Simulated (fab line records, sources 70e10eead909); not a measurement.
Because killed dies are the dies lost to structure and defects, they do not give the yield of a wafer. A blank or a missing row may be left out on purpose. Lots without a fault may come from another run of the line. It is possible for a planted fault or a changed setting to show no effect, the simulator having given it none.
Comparing a struck lot with a sound one	flow nand-harc	38 steps out of a route of 1302
Sound: the wafers L880.2, L880.3, L880.5. Wafers L899.1, L899.4, L899.5 were the ones struck. The cause is named last.
Order at every step that has rows: each side's tool, ch and its chambers, its first start. Under that, the readings that differ: sound wafers	struck wafers	difference of the means	sigmas: that difference in standard deviations of wafers without a fault.
alike: readings whose means differ by less than 2 such deviations, and words and numbers that are the same on both sides. not compared: withheld readings, readings that some wafer has no value for, bounds like >300 that may hide the same value, and numbers for which the record gives no deviation and whose values overlap.
A row with sigmas, a row that says differs or no value, or rows on one side alone: a step with any of these is where the two part. Numbers that don't overlap but have no deviation are shown without sigmas and don't part them. A reading that every wafer of one side lacks parts them only if that side has two wafers or more.

first, 1 step without rows for these wafers: NHARC_P_BONDPAD_HARDBAKE_10 (time 65 s).
NHARC_P_BONDPAD_DESCUM_11: chemistry O2, time 3 s.
  sound on rie-diel-10 ch 0,1,3, day 7 01:16; struck on rie-diel-10 ch 0,1, day 14 16:40
  alike: drypump-motor-current-A, oes-product-au, rf-vpp-V, showerhead-plenum-p-Torr, throttle-valve-pct
  not compared: rf-hours-counter-h
then, 2 steps without rows for these wafers: NHARC_P_BONDPAD_ETCH_37 (etches the open film in N2/H2, target depth 60 nm, overetch 18 nm, time 65.91 s); NHARC_P_BONDPAD_ETCH_12 (etches the open film in CHF3/O2, target depth 200 nm, time 100 s).
NHARC_P_BONDPAD_CD_MEAS_13:
  struck on cd-sem-03, day 14 16:59; sound on cd-sem-03, day 7 01:35
reading	sound	struck	difference	sigmas
cd-nm (nm)	502.3 501.0 501.8	496.7 497.0 493.5	-6.0	-3
then, 1 step without rows for these wafers: NHARC_P_BONDPAD_STRIP_15 (strips in O2).
NHARC_P_BONDPAD_ETCH_24: etches the open film in CF4/N2, target depth 30 nm, time 72.99 s.
  sound on rie-diel-12 ch 0,1,2; struck on rie-diel-12 ch 0,1,2
  alike: drypump-motor-current-A, oes-product-au, rf-fwd-power-W, rf-vpp-V, showerhead-plenum-p-Torr, throttle-valve-pct
  not compared: rf-hours-counter-h
then, 1 step without rows for these wafers: NHARC_P_BONDPAD_STRIP_16 (strips in post etch residue remover, time 600 s).
NHARC_P_BONDPAD_DEGAS_25: time 60 s.
  struck on pvd-sputter-02, day 14 17:36; sound on pvd-sputter-02, day 7 02:13
  alike: heater-power-w
then, 3 steps without rows for these wafers: NHARC_P_BONDPAD_PRE_CLEAN_26 (time 30 s); NHARC_P_BONDPAD_PVD_17 (deposits TaN, target thk 5 nm, time 8.06 s); NHARC_P_BONDPAD_PVD_27 (deposits Cu, target thk 30 nm, time 20.49 s).
NHARC_P_BONDPAD_ECD_18: material Cu, target thk 400 nm.
  sound on ecd-cu-02 ch 0, day 7 02:40; struck on ecd-cu-02 ch 0, day 14 18:00
then, 1 step without rows for these wafers: NHARC_P_BONDPAD_ANNEAL_28 (time 90 s).
NHARC_P_BONDPAD_CMP_19: polishes, t overpolish 30 s, cu recess touch 16 s, target thk 160.81 nm.
  sound on cmp-04 ch 0,1, day 7 03:23; struck on cmp-01 ch 2,3, day 14 18:43
  alike: motor-current-A, overpolish-run-s, retaining-ring-pressure-frac
NHARC_P_BONDPAD_THK_MEAS_20: measures by xrf.
  struck on film-metro-01, day 14 19:00; sound on film-metro-02, day 7 03:41
  alike: thk-nm
then, 15 steps without rows for these wafers: NHARC_P_BONDPAD_SRD_21 (time 30 s, dry time 20 s); NHARC_P_BONDPAD_ACTIVATE_29 (chemistry N2, time 60 s); NHARC_P_BONDPAD_PRECLEAN_30 (cleans in DIW, time 300 s); NHARC_P_BONDPAD_SRD_31 (time 30 s, dry time 20 s); NHARC_A_ZERO_WELL_PRECLEAN_00 (cleans in SPM, time 600 s); NHARC_A_ZERO_WELL_SRD_01; NHARC_A_ZERO_WELL_DEHYDRATE_02 (time 120 s); NHARC_A_ZERO_WELL_HMDS_03 (time 30 s); NHARC_A_ZERO_WELL_COAT_18 (time 65 s); NHARC_A_ZERO_WELL_COAT_04 (resist thk 600 nm); NHARC_A_ZERO_WELL_SOFTBAKE_05 (time 70 s); NHARC_A_ZERO_WELL_EBR_06; NHARC_A_ZERO_WELL_EXPOSE_07 (exposes mask A ZERO); NHARC_A_ZERO_WELL_PEB_08 (peb time 80 s); NHARC_A_ZERO_WELL_DEVELOP_09 (time 50 s).
NHARC_A_ZERO_WELL_CD_MEAS_10: the cd target is 2000 nm.
  sound on cd-sem-03 ch 0, day 7 05:07; struck on cd-sem-03 ch 0, day 14 20:32
  alike: cd-nm
then, 3 steps without rows for these wafers: NHARC_A_ZERO_WELL_HARDBAKE_11 (time 65 s); NHARC_A_ZERO_WELL_DESCUM_12 (chemistry O2, time 3 s); NHARC_A_ZERO_WELL_ETCH_19 (etches the open film in N2/H2, target depth 80 nm, overetch 24 nm, time 87.88 s).
NHARC_A_ZERO_WELL_ETCH_13: etches the open film in HBr/Cl2, target depth 120 nm, time 40.1 s.
  sound on rie-si-01 ch 0,1,3, day 7 05:29; struck on rie-si-04 ch 0,1,3, day 14 20:55
  alike: drypump-motor-current-A, oes-product-au, rf-fwd-power-W, throttle-valve-pct
  not compared: rf-hours-counter-h
then, 1 step without rows for these wafers: NHARC_A_ZERO_WELL_STRIP_14 (strips in SPM, time 900 s).
-- record jumps: 19 days between struck wafers' starts before vs after; left off in module A_ZERO_WELL, resumes in module END, first step shown is number 1302 of the route --
NHARC_END_SORT_01:
  only the struck wafers appear in the record here, on prober-01 ch 0 at day 33 09:08; the sound ones have no rows

WHERE THEY PART
First at NHARC_P_BONDPAD_CD_MEAS_13; last, within this record, at NHARC_END_SORT_01.

WHY: what the simulator had put in
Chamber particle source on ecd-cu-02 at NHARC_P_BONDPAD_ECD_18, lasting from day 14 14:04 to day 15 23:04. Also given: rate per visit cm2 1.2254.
